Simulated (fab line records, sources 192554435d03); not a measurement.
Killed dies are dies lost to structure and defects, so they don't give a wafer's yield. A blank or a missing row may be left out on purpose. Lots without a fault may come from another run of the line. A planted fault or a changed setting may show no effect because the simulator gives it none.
Chamber matching | flow n5_finfet | N5_GATE_CUT_ETCH_19 on rie_diel-04: 4 sister chambers
The step etches SiNx in CH3F/O2, target depth 53.7 nm, time 76.7 s. 8 wafers are shown with their chamber, then 12 later ones without.

WAFERS WITH THEIR CHAMBER
wafer  | chamber | showerhead_plenum_p_Torr (Torr) | drypump_motor_current_A (A)
L081.1 | 1       | 2.00                            | 6.2
L084.3 | 2       | 1.99                            | 6.5
L090.1 | 0       | 2.11                            | 5.4
L090.2 | 1       | 2.00                            | 6.2
L090.3 | 3       | 1.99                            | 6.4
L090.4 | 2       | 1.98                            | 6.5
L090.5 | 3       | 1.99                            | 6.5
L090.6 | 0       | 2.11                            | 5.4

WAFERS WITHOUT THEIR CHAMBER
wafer  | showerhead_plenum_p_Torr (Torr) | drypump_motor_current_A (A)
L091.1 | 1.99                            | 6.5
L091.2 | 1.98                            | 6.5
L091.4 | 2.00                            | 6.3
L093.1 | 2.11                            | 5.4
L093.3 | 2.00                            | 6.2
L093.6 | 2.11                            | 5.4
L094.2 | 1.98                            | 6.5
L094.5 | 1.99                            | 6.5
L094.6 | 1.98                            | 6.5
L097.2 | 1.99                            | 6.2
L097.5 | 1.98                            | 6.5
L097.6 | 1.99                            | 6.4

WHICH CHAMBER EACH WENT THROUGH
wafer  | from the rows above     | in truth
L091.1 | can't be placed: 3 or 2 | 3
L091.2 | can't be placed: 2 or 3 | 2
L091.4 | 1                       | 1
L093.1 | 0                       | 0
L093.3 | 1                       | 1
L093.6 | 0                       | 0
L094.2 | can't be placed: 2 or 3 | 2
L094.5 | can't be placed: 3 or 2 | 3
L094.6 | can't be placed: 2 or 3 | 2
L097.2 | 1                       | 1
L097.5 | can't be placed: 2 or 3 | 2
L097.6 | can't be placed: 3 or 2 | 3
Placed correctly: 5 of 12. Can't be placed from these rows: 7 (the true chamber is among the candidates in 7). Placed wrongly: 0.
How it was worked out, from the rows above alone: a wafer's distance from a chamber is the root of the sum, over the readings, of the square of ((its reading less the chamber's mean) divided by the reading's scatter). The wafer belongs to the nearest chamber; if the next one is less than 2 further off, it can't be placed. A chamber's mean is the mean of its shown wafers. The scatter: the root of (the sum of the squares of (reading less its chamber's mean) over the shown wafers, divided by (wafers less chambers)).
